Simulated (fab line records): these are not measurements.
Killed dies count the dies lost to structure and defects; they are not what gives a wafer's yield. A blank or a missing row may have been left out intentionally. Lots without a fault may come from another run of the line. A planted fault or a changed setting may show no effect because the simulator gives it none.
fab line records || flow n5Finfet
[record] {"lots": 4, "wafers": 12, "lastDay": 17}
route steps=1938 shown BEOL_M15@1811 PASS1_DEP@1831 MIM_BOT@1832 MIM_TOP@1834 MIM_TOP_LITHO@1839 MIM_TOP_ETCH@1851 PASSIVATION@1936
lots that met no fault: taken from a fault-free run of the same line
startH: hours from the record's opening day to when the first of the lot's shown wafers began || waitH: time in hours since the lot's previous step || " identical to the entry in the row above || L1.1+2: one row covering several wafers at once || - value missing, or start not given || * or withheld: withheld || < > ~ a bound
route shown NAME@n: a module of which the file shows steps, and the number in the route of the first || usual: average and standard deviation across the fault-free wafers || same: alike in all rows || chamber/n: place in a boat || sites: readings site by site || _std_site: the values' standard deviation || _edge_site: outer sites' mean less inner sites' || radiusMm: how far each site lies from the wafer's centre || mask NAME#n: copy n || behind: the tool/chamber that last shaped the wafer || hold: reason for holding the lot/hours on hold/outcome of the hold || device: the transistor (n, p or np) that didn't switch || end of line: the route-end tests of the same wafers || a step with no rows: only its recipe || killed: dies lost to structure and defects at the first sort, not the wafer's yield || map: per-die view of a wafer (x killed, . not killed, _ where there is no die)
set.NAME: the setting the step ran with; set.NAME@STEP: the setting that earlier step ran with || model.NAME: the simulator's own value behind a step, which no gauge read
a table for each step, a row for each wafer; lots at some steps of the route
services: a tool's chamber out of use, with start hour (startH, from the record's first day; less than 0 if before it), hours out, and reason
[[steps]]
[step N5_BEOL_M15_STRIP_36]
[recipe] {"chemistry": "O2", "powerW": 600, "tempC": 60, "pressureMtorr": 30, "rfFrequencyHz": 6e+07, "biasPowerW": 0, "overashFraction": 0.3, "o2FlowSccm": 225}
[step N5_BEOL_M15_STRIP_62]
[recipe] {"chemistry": "O2", "powerW": 600, "tempC": 60, "pressureMtorr": 30, "rfFrequencyHz": 6e+07, "biasPowerW": 0, "overashFraction": 0.3, "o2FlowSccm": 225}
[step N5_BEOL_M15_STRIP_37]
[recipe] {"chemistry": "O2", "powerW": 600, "tempC": 60, "pressureMtorr": 30, "rfFrequencyHz": 6e+07, "biasPowerW": 0, "overashFraction": 0.3, "o2FlowSccm": 225}
[step N5_BEOL_M15_ETCH_38]
[recipe] {"chemistry": "CF4/N2", "target": "SiCN", "targetDepthA": 1064, "taperDeg": 2, "timeS": 120.5, "ionEnergyEv": 150, "maskMaterial": "SiO2", "pressureMtorr": 40, "sourceW": 430, "biasW": 70, "Ar_flow_sccm": 100, "cf4FlowSccm": 60, "n2FlowSccm": 60}
[step N5_BEOL_M15_PRECLEAN_39]
[recipe] {"chemistry": "residueRemover", "timeS": 60, "tempC": 40}
[step N5_BEOL_M15_SRD_40]
[recipe] {"timeS": 30, "tempC": 23, "rinseLiquid": "diw", "dry": "n2Spin", "spinRpm": 1500, "dryTimeS": 30}
[step N5_BEOL_M15_DEGAS_41]
[recipe] {"ambient": "vacuum", "tempC": 300, "timeS": 60}
[step N5_BEOL_M15_PRE_CLEAN_42]
[recipe] {"gas": "H2/He", "timeS": 30, "tempC": 300}
[step N5_BEOL_M15_SPUTTER_43]
[recipe] {"material": "TaN", "targetThkA": 150, "tempC": 50, "biasV": 168.6, "powerW": 15000, "chamberPressurePa": 0.12, "timeS": 24.19}
[step N5_BEOL_M15_SPUTTER_44]
[recipe] {"material": "Ta", "targetThkA": 150, "tempC": 50, "biasV": 80, "powerW": 15000, "chamberPressurePa": 0.07, "timeS": 24.19}
[step N5_BEOL_M15_SPUTTER_45]
[recipe] {"material": "Cu", "targetThkA": 1000, "tempC": -20, "biasV": 60, "powerW": 26000, "chamberPressurePa": 0.13, "timeS": 16.67}
[step N5_BEOL_M15_ECD_47]
[recipe] {"material": "Cu", "targetThkA": 18600}
{"lot.wafer": "L239.2+3+4", "tool": "ecdCu-02", "chamber": "1,0,1", "startH": 320.11, "waitH": 0.1}
{"lot.wafer": "L238.2+3+6", "tool": "ecdCu-02", "chamber": "0,0,1", "startH": 326.22, "waitH": 0.1}
{"lot.wafer": "L249.1+4+6", "tool": "ecdCu-02", "chamber": "1,0,1", "startH": 381.31, "waitH": 0.1}
{"lot.wafer": "L251.1+3+6", "tool": "ecdCu-01", "chamber": "1,0,1", "startH": 392.50, "waitH": 0.1}
[step N5_BEOL_M15_ANNEAL_48]
[recipe] {"tempC": 225, "timeS": 90, "ambient": "N2"}
[step N5_BEOL_M15_CMP_49]
[recipe] {"stopOn": "SiO2", "tOverpolishS": 4.9, "downForcePsi": 2, "platenRpm": 80, "clearingPlatenDownForcePsi": 2, "clearingPlatenRpm": 80, "postCmpClean": "cuAlkaline", "targetThkNm": 850, "clearingPlatenPadVelocityMS": 1.5917, "padVelocityMS": 1.5917}
[step N5_BEOL_M15_PRE_CLEAN_52]
[recipe] {"gas": "NH3", "timeS": 15, "tempC": "withheld", "rfPowerW": 300}
[step N5_BEOL_M15_DEP_53]
[recipe] {"material": "SiCN", "targetThkA": 500, "tempC": "withheld", "precursor": "3MS/NH3", "pressureTorr": 3, "rfW": 675, "timeS": 17.8}
[step N5_PASSIVATION_PECVD_00]
[recipe] {"material": "SiO2", "targetThkA": 2000, "tempC": 400, "precursor": "SiH4/N2O", "pressureTorr": 2.7, "rfW": 608, "timeS": 11.2}
[step N5_MIM_BOT_DEGAS_01]
[recipe] {"ambient": "vacuum", "tempC": 300, "timeS": 60}
[step N5_MIM_BOT_SPUTTER_00]
[recipe] {"material": "TiN", "targetThkA": 350, "tempC": 200, "powerW": 3000, "chamberPressurePa": 0.49996, "gas": "Ar", "reactivePartialPa": 0.37997, "timeS": 89.7}
[step N5_MIM_TOP_ALD_00]
[recipe] {"material": "Al2O3", "targetThkA": "*", "tempC": "withheld", "aldPrecursorFamily": "TMA", "aldCoReactant": "O3", "pulseTimeS": "withheld", "purgeTimeS": 3, "coReactantPurgeTimeS": "withheld", "coReactantPulseTimeS": 3, "aldCycles": "withheld"}
[step N5_MIM_TOP_ALD_01]
[recipe] {"material": "HfO2", "targetThkA": 56, "tempC": "withheld", "aldPrecursorFamily": "Hf-amide", "aldCoReactant": "O3", "pulseTimeS": 1, "purgeTimeS": 3, "coReactantPurgeTimeS": 2, "coReactantPulseTimeS": 3, "aldCycles": 62}
[step N5_MIM_TOP_ALD_02]
[recipe] {"material": "Al2O3", "targetThkA": "*", "tempC": "withheld", "aldPrecursorFamily": "TMA", "aldCoReactant": "O3", "pulseTimeS": "withheld", "purgeTimeS": 3, "coReactantPurgeTimeS": "withheld", "coReactantPulseTimeS": 3, "aldCycles": "withheld"}
[step N5_MIM_TOP_DEGAS_04]
[recipe] {"ambient": "vacuum", "tempC": 300, "timeS": 60}
[step N5_MIM_TOP_SPUTTER_03]
[recipe] {"material": "TiN", "targetThkA": 350, "tempC": 200, "powerW": 3000, "chamberPressurePa": 0.49996, "gas": "Ar", "reactivePartialPa": 0.37997, "timeS": 89.7}
[step N5_MIM_TOP_LITHO_HMDS_01]
[recipe] {"timeS": 60, "tempC": 120}
[step N5_MIM_TOP_LITHO_COAT_02]
[recipe] {"spinRpm": "*", "resistThkNm": "*"}
[step N5_MIM_TOP_LITHO_EBR_04]
[recipe] {"solvent": "PGMEA", "ebrWidthMm": 1.5}
[step N5_MIM_TOP_LITHO_SOFTBAKE_03]
[recipe] {"tempC": 100, "timeS": 90}
[step N5_MIM_TOP_LITHO_EXPOSE_05]
[recipe] {"maskId": "MIM_TOP", "na": 0.55, "sourceShape": "conventional", "sigmaOuter": 0.8, "polarization": "unpolarized", "targetCdNm": 2000, "doseMj": 20.5}
[step N5_MIM_TOP_LITHO_PEB_06]
[recipe] {"pebTempC": "withheld", "pebTimeS": "*"}
[step N5_MIM_TOP_LITHO_DEVELOP_07]
[recipe] {"developTimeS": 60, "rinseLiquid": "diw", "dry": "airSpin", "devTempC": 21}
[step N5_MIM_TOP_LITHO_HARDBAKE_09]
[recipe] {"tempC": 130, "timeS": 120}
[step N5_MIM_TOP_LITHO_DESCUM_10]
[recipe] {"chemistry": "O2", "timeS": 7.9, "sourcePowerW": 50, "biasPowerW": 20, "pressureMtorr": 20, "rfFrequencyHz": 2.712e+07, "tempC": 40, "o2FlowSccm": 225}
[step N5_MIM_TOP_ETCH_ETCH_00]
[recipe] {"chemistry": "Cl2/BCl3", "target": "TiN", "targetDepthA": 385, "ionEnergyEv": 150, "pressureMtorr": 10, "icpW": 1000, "biasW": 126, "Cl2_flow_sccm": 53.25, "bcl3FlowSccm": 21.75, "Ar_flow_sccm": 25}
[step N5_PASSIVATION_PROBE_49]
[usual] {"defectLimitedYield": "91.0/1.5", "killed_at_M0_to_M3": "35/11", "killed_at_M4_up": "13/6", "killedAtContacts": "14/6.5", "killedAtFrontEnd": "40/12", "killedAtOther": "4/3.4", "killedDies": "106/18", "killedOnRim": "14/4.7", "killedOpen": "68/14", "killedShort": "35/7.7", "sort_bin_5_function": "5.2/0.98", "sort_bin_6_memory": "3.4/0.72", "sortNPass": "1074/18", "sortYieldPct": "91.0/1.5"}
[same] {"grossDies": 1180, "killedAtBackSide": 0, "sort_bin_4_leakage[%]": 0, "sort_bin_8_speed[%]": 0}
{"lot.wafer": "L239.2", "tool": "prober-02", "chamber": "-", "startH": 337.79, "waitH": 0.1, "defectLimitedYield[%]": 40.7, "killed_at_M0_to_M3": 18, "killed_at_M4_up": 642, "killedAtContacts": 6, "killedAtFrontEnd": 30, "killedAtOther": 4, "killedDies": 700, "killedOnRim": 92, "killedOpen": 49, "killedShort": 23, "sort_bin_5_function[%]": 37.6, "sort_bin_6_memory[%]": 16.9, "sortNPass": 480, "sortYieldPct[%]": 40.7}
{"lot.wafer": "L239.3", "tool": "prober-02", "chamber": "-", "startH": 337.84, "waitH": 0.1, "defectLimitedYield[%]": 44.0, "killed_at_M0_to_M3": 13, "killed_at_M4_up": 624, "killedAtContacts": 5, "killedAtFrontEnd": 19, "killedAtOther": 0, "killedDies": 661, "killedOnRim": 90, "killedOpen": 26, "killedShort": 17, "sort_bin_5_function[%]": 35.8, "sort_bin_6_memory[%]": 17.3, "sortNPass": 519, "sortYieldPct[%]": 44.0}
{"lot.wafer": "L239.4", "tool": "prober-02", "chamber": "-", "startH": 337.89, "waitH": 0.2, "defectLimitedYield[%]": 39.8, "killed_at_M0_to_M3": 22, "killed_at_M4_up": 650, "killedAtContacts": 6, "killedAtFrontEnd": 29, "killedAtOther": 3, "killedDies": 710, "killedOnRim": 88, "killedOpen": 43, "killedShort": 33, "sort_bin_5_function[%]": 39.0, "sort_bin_6_memory[%]": 16.2, "sortNPass": 470, "sortYieldPct[%]": 39.8}
{"lot.wafer": "L238.2", "tool": "prober-01", "chamber": "-", "startH": 345.10, "waitH": 0.1, "defectLimitedYield[%]": 39.4, "killed_at_M0_to_M3": 28, "killed_at_M4_up": 641, "killedAtContacts": 11, "killedAtFrontEnd": 31, "killedAtOther": 4, "killedDies": 715, "killedOnRim": 90, "killedOpen": 49, "killedShort": 29, "sort_bin_5_function[%]": 37.8, "sort_bin_6_memory[%]": 17.9, "sortNPass": 465, "sortYieldPct[%]": 39.4}
{"lot.wafer": "L238.3", "tool": "prober-01", "chamber": "-", "startH": 345.15, "waitH": 0.1, "defectLimitedYield[%]": 40.3, "killed_at_M0_to_M3": 19, "killed_at_M4_up": 633, "killedAtContacts": 6, "killedAtFrontEnd": 45, "killedAtOther": 1, "killedDies": 704, "killedOnRim": 90, "killedOpen": 48, "killedShort": 39, "sort_bin_5_function[%]": 37.3, "sort_bin_6_memory[%]": 16.8, "sortNPass": 476, "sortYieldPct[%]": 40.3}
{"lot.wafer": "L238.6", "tool": "prober-01", "chamber": "-", "startH": 345.30, "waitH": 0.3, "defectLimitedYield[%]": 40.1, "killed_at_M0_to_M3": 26, "killed_at_M4_up": 640, "killedAtContacts": 5, "killedAtFrontEnd": 31, "killedAtOther": 5, "killedDies": 707, "killedOnRim": 95, "killedOpen": 34, "killedShort": 33, "sort_bin_5_function[%]": 37.5, "sort_bin_6_memory[%]": 17.6, "sortNPass": 473, "sortYieldPct[%]": 40.1}
// killed by level:class
L239.2 BEOL_M15:unspecified=628 DUMMY_GATE:geometricParticle:open=6 FIN_SAQP:geometricParticle:open=5 STI_FIN_REVEAL:geometricParticle:open=5 MOL_CONTACT_COAG:geometricParticle:open=5 BEOL_M0_SAQP:geometricParticle:short=5 FIN_SAQP:geometricParticle:short=4 BEOL_M1:geometricParticle:open=4
L239.3 BEOL_M15:unspecified=616 BEOL_M1:geometricParticle:open=8 FIN_SAQP:geometricParticle:short=3 FIN_SAQP:geometricParticle:open=3 STI_FIN_REVEAL:geometricParticle:open=3 DUMMY_GATE:geometricParticle:open=3 STI_FIN_REVEAL:geometricParticle:short=2 BEOL_M5:geometricParticle:open=2
L239.4 BEOL_M15:unspecified=634 BEOL_M4:geometricParticle:short=10 FIN_SAQP:geometricParticle:short=7 BEOL_M0_SAQP:geometricParticle:open=6 FIN_SAQP:geometricParticle:open=5 STI_FIN_REVEAL:geometricParticle:open=5 MOL_CONTACT_COAG:geometricParticle:open=5 BEOL_M1:geometricParticle:open=5
L238.2 BEOL_M15:unspecified=632 MOL_CONTACT_COAG:geometricParticle:open=11 BEOL_M0_SAQP:geometricParticle:short=5 BEOL_M1:geometricParticle:short=5 FIN_SAQP:geometricParticle:open=4 FIN_SAQP:geometricParticle:short=4 GATE_CUT:geometricParticle:short=4 BEOL_M1:geometricParticle:open=4
L238.3 BEOL_M15:unspecified=616 FIN_SAQP:geometricParticle:short=10 STI_FIN_REVEAL:geometricParticle:open=6 MOL_CONTACT_COAG:geometricParticle:open=5 GATE_CUT:geometricParticle:short=5 BEOL_M4:geometricParticle:open=5 BEOL_M3:geometricParticle:open=5 FIN_SAQP:geometricParticle:open=3
L238.6 BEOL_M15:unspecified=632 FIN_SAQP:geometricParticle:short=8 BEOL_M0_SAQP:geometricParticle:short=7 HKMG_FIN:areaEtch=7 BEOL_M0_SAQP:geometricParticle:open=6 FIN_SAQP:geometricParticle:open=4 BEOL_M3:geometricParticle:open=4 BEOL_M4:geometricParticle:open=4
// map L238.2 (x killed, . not)
_________________xxx...xx.x..________________
______________x.xxx..x.xxxx.xx.._____________
___________xxxxxxxx.xx..x..x.xx.xxx__________
__________...xxxxxx.xxxxxxx.xx.x..xx_________
________.xxxxxx...xxxx....x..x..xxxx.x_______
_______...x...xxxx.x.x..x.x...xxx.xx.xx______
______.x..xx..xx..x.xxxxxxxxx.x.xx...xx._____
_____xxxxx..xx.x.xxx.xxxxxxx...xx.xx.x..x____
____x..xxxxx.xxx..x.xxxxx.xxxxx.xx.xx..x..___
___.xxx.xxx.x.x.xx.xxx..x.xxxxxxxx.x...xx.x__
___.x.xx.x.xx..xx.xx...xx.xxxxxxx.xx..x.xxx__
__...xx.xx.x..xxx..xx..x.xxxx.x.xx.x...xxxx._
__xxx.x.xx....x.xx...x.x.x.xx.xxx.xxxxx..xxx_
_.x..x.x.x.xxxxxxxxxxxxxxxxxx.x.x.x..x....xxx
_xxxx.xx.x..xxxx.x.x.x.xxxx.xx.xx....xx..x...
_xxxxxxx..xx.x.xxxx.xx.x.xx.x..x..x.x...x....
_.xx.....xx....x....xxxxx.xxxxxx..x.xxxxxx.x.
_x....xxxxx.xxxx.xx...xxxxxx...x...xx....xxxx
_.xxxx.x...x.xxxx...xxxxx.x.xxxxxxxxxxxxxx.xx
_xx..xxx.x.xx....xx.xx.xxxx.xxxxxxxxxxx..xxxx
_.x.xxx..xxxx..x.x..xx...x..xxx...xxxx...x.xx
__.xxxxxx.x..xxxx..x.xxxxx.x.xx..x.xx.x.xx.x_
__xx...xxx.xx..xxxxxx.x.xxxx.x.x.x.xx..xx..x_
___x.x.xx.xxx.xxxxxxxxxx.xxxxxxx.xxxxxxxxx.__
___x....x....xxxxx...x..xx..........xx.xxxx__
____...xx.x.xxx..xx.x..x.xx..x..xx.xxxxx..___
_____x..xxx.x.xxxxxxx...xxxx..xxxxx..xxxx____
______x.xxx.xxxx..xxx.x.xxx.x.xx....xxx._____
_______xxx.xxxxxxx...x....xxx..x.x..xxx______
________xx.xx.x.x..x.x.xx.xxx..x.xxx.x_______
__________x.x.x.xx.x.xxxxxx..xxxxx.x_________
___________x.xx....x.xx.xx.x..x.x.x__________
______________x.........xxx.xxxx_____________
_________________.xx..xx.xx..________________
// map L239.4 (x killed, . not)
_________________.xx.x.x.xxxx________________
______________xx..xx.xxxxxx..xx._____________
___________xx.x..xxx..x.x.xx...xx.x__________
__________x.x..xx.xx..xx.xx.xxxxxx.._________
________xx.xxx.xxxx.xx..xx.xxxx.xx..xx_______
_______x.xxx...xxxxxxx..xx.x.x.xxxx...x______
______.xxx.xx.x..x.xx....xx..xx.xx.xxxx._____
_____...xx.xxxxxx....x..xx.xx.xxx..xx.xx.____
____.x.xxxxxxx..x..x.xx.x.x.x.xx.xxx..xxx.___
___.xx.xxxxxxxx.x.x...xxxxxxxx...xxxxxx..xx__
___xx.x.x...xx...xxxxx..x.xx..x..xx.xxx.x.x__
__..x..x.xx.xx.xxxxxxx.xxx.x.....x..xxx..x.x_
__..xxx.x.....xxx.x.xxx...x.xxxx...xx.xxxx.x_
_.xx....xx..xxxxxx.x.x..x.xxx.xxx.xx.x..xxx..
_xx.xxxx.x..x.xx.xx.x.x.xxxxxxx...xxxxxxxx.xx
_xx.xxxxxx.xxxx..xxxx.xx..x.xxxxx.x...xxxxx..
_.x.x.x..x.xx..xx.xxx..xxx..x.xx.xxxxx.x.xxxx
_.x..x...xxx.xxx..xxxx.x.x.xxxxxx.xx..x.xx.x.
_.xxx.xxxxxx..xxxxx.x.x.xxxxx..xxxxx..xxxxxx.
_x.xx..x..xx.x.x.x.xxx..x...xxxx.x.xxxx..x.x.
_x.x.x.x.xx....x.xx...xxxxx.xxxxx....xx.xxx.x
__xx.x.xx..xx.......x..xxxxxxx.xx..x..x.xx.x_
__..x.xx..x...xxxxx..xxxxxxx.xx.x.xxx..x..xx_
___xxx.xx.x.x..x...xxxxx.xx...xxxx..xx.x.x.__
___...xxx..xxxx..xxxx..xxxxx..xx..xxx.x..xx__
____xxxx..x.x.xxxx.xxxxxx.xx.x..x.x.xx.x.x___
_____...x.x.x..xxxx..x....xx..x.....x.xxx____
______.x....xxxxxxx.xx.....x.x.xxx..x.xx_____
_______xxxxx...xx..x..x.x..x.xxxxxx..x.______
________xxx.....xxx.x.xxxxx.xxx...x.xx_______
__________...xxxxxx.xxxxx.xxxxxxx..x_________
___________xx.xx.......xxx..x.xx.xx__________
______________xxxxxxxxxxxxxxxx.x_____________
_________________.x.x...x.xxx________________
[[services]]
{"tool": "ecdCu-02", "chamber": "-", "startH": 323.49, "hours": 0.7, "kind": "repair"}
[[key]]
[firstSign] {"step": "N5_PASSIVATION_PROBE_49", "reading": "killed_at_M4_up", "direction": "up", "sigmas": "99+", "usual": 13, "struck": 638}
[effect] {"step": "N5_PASSIVATION_PROBE_49", "reading": "killedDies", "direction": "up", "sigmas": 33, "usual": 106, "struck": 700}
[moreKillsBornAt] {"N5_BEOL_M15_ECD_47@ecdCu-02": 3758}
metAt N5_BEOL_M15_ECD_47
struckWafers L238.2,L238.3,L238.6,L239.2,L239.3,L239.4
[fault] {"kind": "chamberParticleSource", "tool": "ecdCu-02", "chamber": "-", "onsetH": 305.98, "steps": "N5_BEOL_M15_ECD_47", "ratePerVisitCm2": 1.4802, "endH": 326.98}
